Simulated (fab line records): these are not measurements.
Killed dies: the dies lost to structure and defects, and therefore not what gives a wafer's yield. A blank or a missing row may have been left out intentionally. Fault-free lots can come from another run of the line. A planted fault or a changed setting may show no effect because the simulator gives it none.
Split-lot experiment | flow n5_finfet | 39 wafers read across 7 lots, on a route 1938 steps long

## ON THE SPLIT
At N5_BEOL_M14_SPUTTER_43 (material TaN, target thk 15 nm, time 24.19 s), the setting time_s was moved away from the recipe's 24.19 s on 15 of the 39 wafers read, by -27.2% to +49.6%. This setting was run at the recipe's value on the other wafers.

## FROM THE SPLIT TO THE READING: what the file shows between them, 4 steps
- N5_BEOL_M14_SPUTTER_44: material Ta, target thk 15 nm, time 24.19 s
- N5_BEOL_M14_SPUTTER_45: material Cu, target thk 100 nm, time 16.67 s
- N5_BEOL_M14_ECD_47: material Cu, target thk 1248 nm
- N5_BEOL_M14_ANNEAL_48: time 90 s

## THE READING
barrier_field_endpoint_s, in s, at N5_BEOL_M14_CMP_49 (polishes, stops on SiO2, t overpolish 5.2 s, target thk 560 nm). Typical for fault-free wafers on this fab line: 11.36 s, with standard deviation 0.23 s.

wafer  | tool, chamber at the split | time_s as run, s | against the recipe | barrier_field_endpoint_s, s | against lot-mates on the recipe
L080.2 | pvd_sputter-01, -          | 24.19            | recipe             | 11.42                       | -
L080.4 | pvd_sputter-01, -          | 24.19            | recipe             | 11.42                       | -
L080.1 | pvd_sputter-01, -          | 19.9             | -17.7%             | 10.18                       | -1.29
L080.3 | pvd_sputter-01, -          | 19.9             | -17.7%             | 10.53                       | -0.94
L080.5 | pvd_sputter-01, -          | 19.9             | -17.7%             | 10.34                       | -1.13
L080.6 | pvd_sputter-01, -          | 24.19            | recipe             | 11.56                       | -
L082.3 | pvd_sputter-01, -          | 32.05            | +32.5%             | 13.05                       | +1.79
L082.1 | pvd_sputter-01, -          | 24.19            | recipe             | 11.22                       | -
L082.2 | pvd_sputter-01, -          | 32.05            | +32.5%             | 13.06                       | +1.80
L082.4 | pvd_sputter-01, -          | 24.19            | recipe             | 11.52                       | -
L082.6 | pvd_sputter-01, -          | 24.19            | recipe             | 11.05                       | -
L082.5 | pvd_sputter-01, -          | 32.05            | +32.5%             | 12.55                       | +1.29
L084.3 | pvd_sputter-01, -          | 24.19            | recipe             | 11.26                       | -
L084.1 | pvd_sputter-01, -          | 24.19            | recipe             | 11.47                       | -
L084.4 | pvd_sputter-01, -          | 36.18            | +49.6%             | 14.10                       | +2.75
L084.2 | pvd_sputter-01, -          | 24.19            | recipe             | 11.33                       | -
L084.5 | pvd_sputter-01, -          | 36.18            | +49.6%             | 13.95                       | +2.60
L084.6 | pvd_sputter-01, -          | 36.18            | +49.6%             | 14.36                       | +3.01
L086.1 | pvd_sputter-02, -          | 24.19            | recipe             | 11.34                       | -
L086.5 | pvd_sputter-02, -          | 24.19            | recipe             | 11.35                       | -
L086.6 | pvd_sputter-02, -          | 24.19            | recipe             | 11.42                       | -
L094.4 | pvd_sputter-02, -          | 17.61            | -27.2%             | 9.82                        | -1.38
L094.3 | pvd_sputter-02, -          | 24.19            | recipe             | 11.26                       | -
L094.1 | pvd_sputter-02, -          | 24.19            | recipe             | 11.20                       | -
L094.2 | pvd_sputter-02, -          | 24.19            | recipe             | 11.13                       | -
L094.6 | pvd_sputter-02, -          | 17.61            | -27.2%             | 9.86                        | -1.34
L094.5 | pvd_sputter-02, -          | 17.61            | -27.2%             | 9.82                        | -1.38
L096.4 | pvd_sputter-02, -          | 24.19            | recipe             | 11.34                       | -
L096.2 | pvd_sputter-02, -          | 34.84            | +44.0%             | 14.08                       | +2.52
L096.3 | pvd_sputter-02, -          | 34.84            | +44.0%             | 14.27                       | +2.71
L096.1 | pvd_sputter-02, -          | 24.19            | recipe             | 11.86                       | -
L096.5 | pvd_sputter-02, -          | 34.84            | +44.0%             | 14.51                       | +2.95
L096.6 | pvd_sputter-02, -          | 24.19            | recipe             | 11.47                       | -
L095.3 | pvd_sputter-03, -          | 24.19            | recipe             | 11.66                       | -
L095.4 | pvd_sputter-03, -          | 24.19            | recipe             | 11.10                       | -
L095.2 | pvd_sputter-03, -          | 24.19            | recipe             | 11.23                       | -
L095.1 | pvd_sputter-03, -          | 24.19            | recipe             | 11.30                       | -
L095.5 | pvd_sputter-03, -          | 24.19            | recipe             | 11.58                       | -
L095.6 | pvd_sputter-03, -          | 24.19            | recipe             | 11.49                       | -

FIT RESULTS
A straight line over all 39 wafers: barrier_field_endpoint_s changes by +0.0576 s for each +1% of time_s; r = +0.98; the points scatter about the line by 0.24 s.
The same after taking each lot's own level away (the mean of its wafers on the recipe; 39 wafers): +0.0565 s for each +1%; r = +0.99; scatter 0.19 s.
The reading moves by 2.8 s for the largest change in time_s, on that fit.
Measured against the standard deviation above, the lots' own levels, which go from 11.197 to 11.557 s, span 1.6 times it.
The two slopes are in agreement: the lot-to-lot level therefore moves the slope only a little.
Check: with one of the wafers moved furthest among these (+49.6%) left out of the fit, the line predicts +2.81 s for it against its lot-mates. It came out at +2.75 s against them.

## OTHER SPLITS APPLIED TO THESE WAFERS
Other splits were also applied to these wafers ahead of the reading. Each is held against what the fit with the lots' levels taken away leaves over:
other split on the same wafers          | wafers away from the commonest value | r with barrier_field_endpoint_s (lot level and that fit taken away)
N5_MOL_CONTACT_COAG_ALD_123 ald_cycles  | 15                                   | +0.30
N5_BEOL_M0_SAQP_ETCH_106 target_depth_a | 15                                   | -0.16
N5_BEOL_M5_DEP_56 target_thk_a          | 12                                   | +0.09
N5_BEOL_M9_DESCUM_16 time_s             | 12                                   | +0.14
N5_BEOL_M11_ALD_74 ald_cycles           | 12                                   | +0.03

## THE WHOLE CHAIN: every reading that the file lists as answering this split, in the file's order
step                   | what it does                                                   | reading                                                                            | change (the file's fit)               | r (the file's)
N5_BEOL_M14_SPUTTER_43 | material TaN, target thk 15 nm, time 24.19 s                   | TaN_of_BEOL_M14_SPUTTER_43.thk_nm (the simulator's own value, which no gauge read) | +0.152 nm for each +1% of the setting | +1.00
N5_BEOL_M14_CMP_49     | polishes, stops on SiO2, t overpolish 5.2 s, target thk 560 nm | barrier_field_endpoint_s                                                           | +0.0566 s for each +1% of the setting | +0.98

## THE FILE'S OWN FIT
barrier_field_endpoint_s changes by +0.0566 s for each +1% of time_s, r = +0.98.
